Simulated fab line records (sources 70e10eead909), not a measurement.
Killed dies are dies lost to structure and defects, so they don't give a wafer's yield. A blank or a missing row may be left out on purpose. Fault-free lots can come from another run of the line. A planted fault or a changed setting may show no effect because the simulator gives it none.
Chamber matching    flow nandHarc    aldHk-01 running NHARC_A_CHANNEL_FILL_D2_ALD_25: 4 sister chambers
The step deposits SiOx, target thk 60 nm, pulse time 10 s, ald cycles 600. 18 wafers are shown with their chamber, then 9 later ones without.

## WAFERS PAIRED WITH THEIR CHAMBERS
wafer   chamber  heaterPowerW (W)  precursorPulseHeightRel
L077.2  3        399               0.999
L077.3  2        427               1.045
L077.5  3        404               0.980
L082.1  0        433               1.004
L082.4  3        404               1.001
L082.6  1        494               0.991
L083.1  1        504               0.995
L083.5  2        440               1.004
L083.6  1        504               1.016
L086.1  2        437               1.040
L086.4  3        407               1.025
L086.3  1        506               0.970
L088.2  3        395               1.027
L088.1  1        516               0.992
L088.5  0        453               1.021
L089.4  3        398               1.057
L089.5  3        389               0.992
L089.6  2        455               0.994

SIGNATURES (means of the wafers above)
reading                  chamber 0  chamber 1  chamber 2  chamber 3  scatter within a chamber
heaterPowerW             443.00     504.80     439.75     399.43     8.77
precursorPulseHeightRel  1.01250    0.99280    1.02075    1.01157    0.0228
Rule: distance of a wafer from a chamber = root of the sum over the readings of ((wafer's reading minus chamber's mean) / reading's scatter) squared. If the next closest chamber is less than 2 further off than the closest, the wafer can't be placed; otherwise it belongs to the closest. The scatter is the square root of a quotient: the sum, over the shown wafers, of each reading's squared deviation from its chamber's mean, divided by wafers minus chambers.

## WAFERS MISSING THEIR CHAMBER
wafer   heaterPowerW (W)  precursorPulseHeightRel
L092.1  388               1.031
L092.2  440               1.002
L092.6  398               1.001
L094.4  441               1.015
L094.5  396               1.020
L094.6  446               1.011
L095.2  456               1.043
L095.3  510               1.023
L095.6  439               1.009

## EACH ONE'S CHAMBER
wafer   from the rows above      in truth
L092.1  3                        3
L092.2  can't be placed: 0 or 2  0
L092.6  3                        3
L094.4  can't be placed: 0 or 2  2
L094.5  3                        3
L094.6  can't be placed: 0 or 2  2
L095.2  can't be placed: 0 or 2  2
L095.3  1                        1
L095.6  can't be placed: 0 or 2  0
Correct placement for 4 of the 9. These rows do not allow placing 5 (true chamber among the candidates in 5). Placed wrongly: 0.
